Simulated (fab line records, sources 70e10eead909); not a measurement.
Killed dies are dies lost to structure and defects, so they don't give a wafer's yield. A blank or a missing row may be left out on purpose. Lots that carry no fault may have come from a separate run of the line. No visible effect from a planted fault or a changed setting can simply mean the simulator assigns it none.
fab line records	flow nandHarc
record lots=13	wafers=39	lastDay=35
route steps=1302 shown A_WL_FILL@959 A_CONTACT@983 END@1302
lots untouched by any fault: they come from a run of this same line in which no faults occurred
startH: the number of hours between the record's first day and the start of the first shown wafer of the lot	waitH: hours since the lot's step before	" the same as in the row above	L1.1+2: several wafers, shown together as one row	- no value, or no start was given	* or withheld: withheld	< > ~ a bound
route shown NAME@n: NAME is a module with steps in the file, n the number in the route of the first one	usual: mean and standard deviation over wafers with no fault	same: alike in all rows	chamber/n: place in a boat	sites: the reading at each site	_std_site: standard deviation of those values	_edge_site: mean of outer sites minus mean of inner sites	radiusMm: how far each site lies from the wafer's centre	mask NAME#n: copy n	behind: the last tool/chamber to shape the wafer	hold: why the lot went on hold/how many hours it stayed there/how the hold came to an end	device: whichever transistor did not switch (one of n, p or np)	end of line: the route-end tests of the same wafers	step lacking rows: just its recipe	killed: not the wafer's yield, but the dies lost to structure and defects at the first sort	map: shows each die of a wafer: x if killed, . if not, _ if none is there
set.NAME: the setting the step ran with; set.NAME@STEP: the setting that earlier step ran with	model.NAME: the simulator's own value behind a step, which no gauge read
one table for each step of the route and one row for each wafer, over a sample of lots
services: when a tool's chamber went out of use (startH, in hours from the record's first day, below 0 if earlier), for how many hours, and the reason
## steps
# step NHARC_A_WL_FILL_STRIP_27
# recipe powerW=1500	tempC=250	timeS=20	chemistry=N2/H2
# usual drypumpMotorCurrentA=5.4/0.3	heaterPowerW=310/21
lot.wafer	tool	chamber	startH	waitH	drypumpMotorCurrentA	heaterPowerW	rfHoursCounterH
L561.2	plasmaAsher-01	0	473.78	0.1	5.4	301	27
L561.3	"	0	"	"	5.4	296	-
L561.6	"	1	"	"	5.7	334	-
L566.2	plasmaAsher-01	1	492.39	0.2	5.7	329	30
L566.1	"	0	"	"	5.4	299	30
L566.4	"	0	"	"	5.4	299	-
L564.3	plasmaAsher-02	1	492.66	0.3	4.9	317	-
L564.4	"	0	"	"	5.6	278	-
L564.6	"	1	"	"	4.9	315	-
L563.1	plasmaAsher-02	0	498.27	0.1	5.6	279	11
L563.4	"	1	"	"	4.9	324	-
L563.3	"	0	"	"	5.6	278	-
L569.2	plasmaAsher-02	1	529.97	0.1	4.9	321	20
L569.1	"	0	"	"	5.6	285	20
L569.4	"	0	"	"	5.6	278	-
L574.2	plasmaAsher-02	0	591.58	0.1	5.6	281	33
L574.4	"	0	"	"	5.7	281	-
L574.5	"	1	"	"	4.9	316	-
L575.1	plasmaAsher-01	1	608.66	0.1	5.7	341	16
L575.4	"	0	"	"	5.4	301	-
L575.5	"	0	"	"	5.4	296	-
L577.1	plasmaAsher-01	0	630.03	0.1	5.4	295	21
L577.6	"	0	"	"	5.4	302	-
L577.5	"	1	"	"	5.7	344	-
L578.4	plasmaAsher-02	0	639.36	0.1	5.6	291	-
L578.3	"	1	"	"	4.9	333	-
L578.6	"	1	"	"	4.9	330	-
L580.3	plasmaAsher-02	1	653.94	0.2	4.9	330	-
L580.6	"	1	"	"	4.9	328	-
L580.5	"	0	"	"	5.6	288	-
L583.1	plasmaAsher-01	0	680.36	0.1	5.4	303	32
L583.2	"	1	"	"	5.7	337	32
L583.3	"	0	"	"	5.4	293	-
L582.2	plasmaAsher-02	0	703.64	0.4	5.7	294	18
L582.1	"	1	"	"	4.9	326	18
L582.5	"	0	"	"	5.6	292	-
L584.2	plasmaAsher-01	1	712.49	0.1	5.7	326	1
L584.3	"	0	"	"	5.4	290	-
L584.5	"	0	"	"	5.4	295	-
# step NHARC_A_CONTACT_DEP_24
# recipe targetThkA=5000	tempC=400	pressureTorr=6.5	rfW=900	teosFlowSccm=161.4	flowSccm=2650	targetThkNm=500	gas=O2	material=SiO2
# usual heaterPowerOuterW=307/67	heaterPowerW=572/110	throttleValvePct=16.0/0.61
lot.wafer	tool	chamber	startH	waitH	heaterPowerOuterW	heaterPowerW	throttleValvePct
L561.3	pecvd-04	0	491.06	0.1	335	634	14.7
L561.2	"	1	"	"	302	590	16.2
L561.6	"	2	"	"	398	710	16.3
L566.1	pecvd-01	2	508.42	0.1	187	421	17.0
L566.2	"	1	"	"	318	586	15.2
L566.4	"	1	"	"	326	613	15.3
L564.3	pecvd-03	1	508.51	0.2	279	496	15.9
L564.6	"	2	"	"	188	374	16.8
L564.4	"	1	"	"	313	524	16.0
L563.1	pecvd-03	0	515.41	0.1	332	555	15.6
L563.3	"	1	"	"	352	573	16.1
L563.4	"	0	"	"	354	562	15.4
L569.1	pecvd-01	1	546.05	0.1	317	603	15.4
L569.2	"	2	"	"	271	509	17.0
L569.4	"	0	"	"	350	691	15.7
L574.2	pecvd-04	2	607.74	0.1	311	631	16.6
L574.5	"	2	"	"	348	657	16.4
L574.4	"	1	"	"	363	672	16.4
L575.1	pecvd-01	0	628.63	0.1	382	720	16.3
L575.4	"	2	"	"	248	506	17.0
L575.5	"	0	"	"	412	782	16.1
L577.1	pecvd-03	0	647.90	0.2	335	539	15.6
L577.6	"	1	"	"	330	547	15.7
L577.5	"	2	"	"	265	473	16.4
L578.3	pecvd-01	2	656.20	0.1	191	426	17.2
L578.6	"	1	"	"	233	492	16.0
L578.4	"	0	"	"	295	643	16.0
L580.3	pecvd-01	1	670.22	0.1	248	513	15.7
L580.6	"	0	"	"	422	786	16.2
L580.5	"	2	"	"	202	438	16.8
L583.2	pecvd-04	1	699.41	0.1	261	547	16.0
L583.1	"	2	"	"	346	653	16.5
L583.3	"	0	"	"	443	796	15.0
L582.1	pecvd-03	1	721.10	0.1	239	430	15.8
L582.2	"	2	"	"	256	469	16.3
L582.5	"	0	"	"	280	465	15.8
L584.3	pecvd-01	1	729.40	0.1	348	638	15.3
L584.2	"	0	"	"	466	829	15.8
L584.5	"	0	"	"	312	649	15.9
# step NHARC_A_CONTACT_DEP_28
# recipe targetThkA=70000	tempC=400	material=aC
# usual throttleValvePct=34.999/0.0087
lot.wafer	tool	chamber	startH	waitH	throttleValvePct
L561.2	aclDep-02	0	492.31	0.8	34.997
L561.3	"	0	"	"	34.998
L561.6	"	0	495.14	3.6	34.986
L566.1	aclDep-03	0	509.02	0.1	34.987
L566.2	"	0	"	"	34.999
L566.4	"	0	511.12	2.2	34.995
L564.3	aclDep-01	0	510.38	1.4	35.003
L564.4	"	0	"	"	34.992
L564.6	"	0	512.46	3.5	35.000
L563.1	aclDep-03	0	516.93	1.0	34.992
L563.3	"	0	518.35	2.4	34.995
L563.4	"	0	"	"	34.988
L569.1	aclDep-01	0	547.15	0.6	34.992
L569.2	"	0	"	"	34.998
L569.4	"	0	549.31	2.7	34.996
L574.2	aclDep-01	0	609.04	0.8	35.008
L574.4	"	0	610.45	2.2	35.003
L574.5	"	0	"	"	35.002
L575.1	aclDep-03	0	629.55	0.2	34.988
L575.4	"	0	631.66	2.3	34.997
L575.5	"	0	"	"	34.979
L577.1	aclDep-03	0	648.37	0.1	35.007
L577.5	"	0	651.21	2.9	35.000
L577.6	"	0	"	"	35.015
L578.3	aclDep-02	0	658.13	1.4	34.996
L578.4	"	0	"	"	34.983
L578.6	"	0	660.21	3.5	35.004
L580.3	aclDep-02	0	674.83	4.1	35.004
L580.5	"	0	676.26	5.5	34.995
L580.6	"	0	"	"	35.005
L583.1	aclDep-02	0	701.85	1.9	35.005
L583.2	"	0	"	"	35.007
L583.3	"	0	"	"	34.997
L582.1	aclDep-02	0	721.64	0.1	34.990
L582.2	"	0	"	"	35.012
L582.5	"	0	724.41	2.8	35.004
L584.2	aclDep-01	0	730.70	0.8	35.008
L584.3	"	0	"	"	35.003
L584.5	"	0	732.82	2.9	35.029
# step NHARC_A_CONTACT_SOFTBAKE_37
# recipe tempC=105	timeS=55
# usual heaterPowerTotalW=188.46/0.15
lot.wafer	tool	chamber	startH	waitH	heaterPowerTotalW
L561.2	lithoTrack-01	0	496	-	188.31
L561.3	"	0	"	"	188.25
L561.6	"	0	"	"	188.36
L564.3	lithoTrack-01	0	513	-	188.52
L564.4	"	0	"	"	188.77
L564.6	"	0	"	"	188.47
L566.1	lithoTrack-04	0	513	-	188.44
L566.2	"	0	"	"	188.32
L566.4	"	0	"	"	188.40
L563.1	lithoTrack-06	0	521	-	188.30
L563.3	"	0	"	"	188.46
L563.4	"	0	"	"	188.62
L569.1	lithoTrack-01	0	551	-	188.42
L569.2	"	0	"	"	188.63
L569.4	"	0	"	"	188.58
L574.2	lithoTrack-04	0	612	-	158.05
L574.4	"	0	"	"	157.95
L574.5	"	0	"	"	157.87
L575.1	lithoTrack-04	0	634	-	157.91
L575.4	"	0	"	"	157.97
L575.5	"	0	"	"	158.09
L577.1	lithoTrack-06	0	652	-	188.36
L577.5	"	0	"	"	188.72
L577.6	"	0	"	"	188.76
L578.3	lithoTrack-01	0	661	-	188.72
L578.4	"	0	"	"	188.50
L578.6	"	0	"	"	188.51
L580.3	lithoTrack-06	0	677	-	188.41
L580.5	"	0	"	"	188.44
L580.6	"	0	"	"	188.47
L583.1	lithoTrack-01	0	706	-	188.72
L583.2	"	0	"	"	188.69
L583.3	"	0	"	"	188.61
L582.1	lithoTrack-04	0	726	-	188.48
L582.2	"	0	"	"	188.46
L582.5	"	0	"	"	188.46
L584.2	lithoTrack-01	0	734	-	188.35
L584.3	"	0	"	"	188.44
L584.5	"	0	"	"	188.33
# step NHARC_END_SORT_01
# recipe tempC=25
# usual killedAtArray=44/16	killedAtOther=0.6/1.1	killedAtPeriphery=3.9/2.6	killedDies=48/16	killedOpen=3.1/1.9	killedShort=2.4/1.8
# same grossDies=677
lot.wafer	tool	chamber	startH	waitH	killedAtArray	killedAtOther	killedAtPeriphery	killedDies	killedOpen	killedShort
L566.1	prober-01	0	584.95	2.5	53	1	7	61	4	5
L566.2	prober-01	0	585.74	2.8	67	0	7	74	6	3
L566.4	prober-01	0	587.31	3.3	75	0	3	78	2	0
L569.1	prober-02	0	624.03	2.5	74	0	1	75	3	4
L569.2	prober-02	0	624.84	2.8	60	0	7	67	1	4
L569.4	prober-02	0	626.45	3.4	42	0	3	45	6	1
L574.2	prober-01	0	695.93	2.8	38	0	10	48	7	2
L574.4	prober-01	0	697.54	3.4	38	1	5	44	3	2
L574.5	prober-01	0	698.34	3.7	40	0	4	44	1	4
L578.3	prober-02	0	736.39	3.1	42	0	4	46	4	3
L578.4	prober-02	0	737.19	3.4	40	0	1	41	0	2
L578.6	prober-02	0	738.79	4.0	29	0	2	31	2	4
L584.2	prober-01	0	825.95	2.8	48	0	2	50	5	1
L584.3	prober-01	0	826.75	3.1	53	0	2	55	2	1
L584.5	prober-01	0	828.36	3.7	45	1	2	48	2	3
# killed by level:class
L566.1 A_CHANNEL_HOLE_D1:chamberFilmFlake=18 A_CHANNEL_HOLE_D2:chamberFilmFlake=11 A_SLIT:chamberFilmFlake=11 A_CONTACT:chamberFilmFlake=4 P_ZERO_WELL:chamberFilmFlake=2 P_BONDPAD:chamberFilmFlake=2 A_DECK1_JOINT:chamberFilmFlake=2 P_CONTACT:geometricParticle:open=1
L566.2 A_CHANNEL_HOLE_D2:chamberFilmFlake=26 A_CHANNEL_HOLE_D1:chamberFilmFlake=20 A_SLIT:chamberFilmFlake=11 A_CONTACT:chamberFilmFlake=3 P_ZERO_WELL:chamberFilmFlake=2 P_BONDPAD:chamberFilmFlake=2 P_GATE:geometricParticle:open=1 P_CONTACT:geometricParticle:open=1
L566.4 A_CHANNEL_HOLE_D2:chamberFilmFlake=32 A_CHANNEL_HOLE_D1:chamberFilmFlake=18 A_SLIT:chamberFilmFlake=16 A_STAIRCASE:chamberFilmFlake=4 A_CONTACT:chamberFilmFlake=3 P_GATE:chamberFilmFlake=2 P_M0:geometricParticle:open=1 A_CHANNEL_HOLE_D1:geometricParticle:open=1
L569.1 A_CHANNEL_HOLE_D1:chamberFilmFlake=29 A_CHANNEL_HOLE_D2:chamberFilmFlake=19 A_CONTACT:chamberFilmFlake=8 A_STAIRCASE:chamberFilmFlake=4 A_SGD_CUT:chamberFilmFlake=4 A_M0:chamberFilmFlake=3 A_ONON_D2:geometricParticle:short=2 P_M0:geometricParticle:open=1
L569.2 A_CHANNEL_HOLE_D2:chamberFilmFlake=29 A_CHANNEL_HOLE_D1:chamberFilmFlake=16 A_CONTACT:chamberFilmFlake=5 A_STAIRCASE:chamberFilmFlake=4 P_ZERO_WELL:chamberFilmFlake=3 P_M1:chamberFilmFlake=2 A_WL_FILL:chamberFilmFlake=2 P_CONTACT:geometricParticle:open=1
L569.4 A_CHANNEL_HOLE_D1:chamberFilmFlake=12 A_CHANNEL_HOLE_D2:chamberFilmFlake=12 A_STAIRCASE:chamberFilmFlake=4 A_CONTACT:chamberFilmFlake=4 A_CHANNEL_FILL_D2:geometricParticle:open=2 A_SOURCE_PLATE:geometricParticle:short=1 A_SOURCE_PLATE:geometricParticle:open=1 A_SGD_CUT:geometricParticle:open=1
L574.2 A_SLIT:chamberFilmFlake=18 A_CONTACT:chamberFilmFlake=7 P_GATE:chamberFilmFlake=5 P_M0:geometricParticle:open=3 A_DECK1_JOINT:chamberFilmFlake=3 P_CONTACT:geometricParticle:open=2 A_CHANNEL_FILL_D1:geometricParticle:open=1 A_CHANNEL_FILL_D2:geometricParticle:open=1
L574.4 A_SLIT:chamberFilmFlake=21 A_CONTACT:chamberFilmFlake=5 P_STI:chamberFilmFlake=3 A_CHANNEL_HOLE_D1:chamberFilmFlake=3 P_GATE:chamberFilmFlake=2 A_CHANNEL_HOLE_D1:geometricParticle:short=1 A_CHANNEL_FILL_D1:geometricParticle:open=1 A_DECK1_JOINT:geometricParticle:open=1
L574.5 A_SLIT:chamberFilmFlake=21 A_CONTACT:chamberFilmFlake=5 A_CHANNEL_HOLE_D1:chamberFilmFlake=4 A_CHANNEL_FILL_D2:chamberFilmFlake=3 A_WL_FILL:chamberFilmFlake=2 P_CONTACT:geometricParticle:short=1 A_ONON_D1:geometricParticle:short=1 A_WL_FILL:geometricParticle:short=1
L578.3 A_SLIT:chamberFilmFlake=16 A_CONTACT:chamberFilmFlake=9 A_STAIRCASE:chamberFilmFlake=7 A_CHANNEL_HOLE_D1:chamberFilmFlake=4 P_STI:chamberFilmFlake=2 P_STI:geometricParticle:short=1 P_M0:geometricParticle:open=1 A_CHANNEL_FILL_D1:geometricParticle:open=1
L578.4 A_SLIT:chamberFilmFlake=17 A_STAIRCASE:chamberFilmFlake=6 A_CONTACT:chamberFilmFlake=6 A_CHANNEL_HOLE_D1:chamberFilmFlake=4 A_DECK1_JOINT:chamberFilmFlake=2 A_WL_FILL:chamberFilmFlake=2 A_CHANNEL_HOLE_D2:geometricParticle:short=1 A_M0:geometricParticle:short=1
L578.6 A_SLIT:chamberFilmFlake=15 A_CHANNEL_HOLE_D1:chamberFilmFlake=3 A_STAIRCASE:chamberFilmFlake=3 A_CONTACT:chamberFilmFlake=3 A_ONON_D2:geometricParticle:short=2 P_STI:geometricParticle:short=1 P_CONTACT:geometricParticle:short=1 A_SGD_CUT:geometricParticle:open=1
L584.2 A_CHANNEL_HOLE_D1:chamberFilmFlake=16 A_SLIT:chamberFilmFlake=15 A_CONTACT:chamberFilmFlake=6 A_CHANNEL_HOLE_D2:chamberFilmFlake=3 A_WL_FILL:chamberFilmFlake=3 A_CHANNEL_FILL_D1:geometricParticle:open=2 P_CONTACT:geometricParticle:short=1 P_M1:geometricParticle:open=1
L584.3 A_SLIT:chamberFilmFlake=17 A_CHANNEL_HOLE_D1:chamberFilmFlake=16 A_CONTACT:chamberFilmFlake=10 A_ZERO_WELL:chamberFilmFlake=2 A_CHANNEL_HOLE_D2:chamberFilmFlake=2 A_WL_FILL:chamberFilmFlake=2 P_GATE:geometricParticle:short=1 A_CHANNEL_FILL_D1:geometricParticle:open=1
L584.5 A_SLIT:chamberFilmFlake=20 A_CHANNEL_HOLE_D1:chamberFilmFlake=10 A_CONTACT:chamberFilmFlake=6 A_CHANNEL_HOLE_D2:chamberFilmFlake=4 P_CONTACT:geometricParticle:open=1 A_ONON_D2:geometricParticle:short=1 A_CHANNEL_FILL_D2:geometricParticle:short=1 A_WL_FILL:geometricParticle:short=1
## services
tool	chamber	startH	hours	kind
pecvd-04	-	450.68	13.0	pm
aclDep-03	-	482.37	13.0	pm
pecvd-01	-	492.25	13.0	pm
lithoTrack-01	-	505.00	7.0	pm
plasmaAsher-01	-	519.04	9.0	pm
pecvd-01	-	522.38	0.6	repair
pecvd-03	-	548.02	13.0	pm
lithoTrack-04	-	553.00	7.0	pm
aclDep-01	-	557.11	13.0	pm
plasmaAsher-02	-	595.85	0.7	repair
plasmaAsher-01	-	597.77	0.4	repair
aclDep-02	-	607.53	13.0	pm
plasmaAsher-02	-	608.39	9.0	pm
pecvd-01	1	620.90	18.4	repair
plasmaAsher-02	-	649.70	1.8	repair
pecvd-03	1	655.94	8.7	repair
pecvd-01	-	673.25	13.0	pm
lithoTrack-01	-	680.00	7.0	pm
aclDep-03	-	680.02	13.0	pm
plasmaAsher-01	-	680.66	3.0	repair
plasmaAsher-01	-	696.04	9.0	pm
pecvd-03	-	724.37	0.6	repair
lithoTrack-04	-	728.00	7.0	pm
pecvd-03	-	729.02	13.0	pm
## key
firstSign step=NHARC_A_CONTACT_SOFTBAKE_37	reading=heaterPowerTotalW	direction=down	sigmas=99+	usual=*	struck=*
effect none on later readings
metAt NHARC_A_CONTACT_SOFTBAKE_37
struckLots L574,L575
testerLeftOut L574,L575
notActingAt NHARC_A_WL_FILL_STRIP_27,NHARC_A_CONTACT_DEP_24,NHARC_A_CONTACT_DEP_28
onsetBetween 513 612
fault kind=processParameterDrift	tool=lithoTrack-04	chamber=-	onsetH=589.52	steps=NHARC_A_CONTACT_SOFTBAKE_37	channel=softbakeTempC	offset=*	shape=step	endH=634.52	actsIn=*	stated=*
# testerLeftOut: of these lots the tester's yield and bins aren't shown, on N5 and GAA mostly nor the transistor test; their killed dies are dies lost to structure and defects alone, not to doping, threshold or leakage, so they don't give the yield
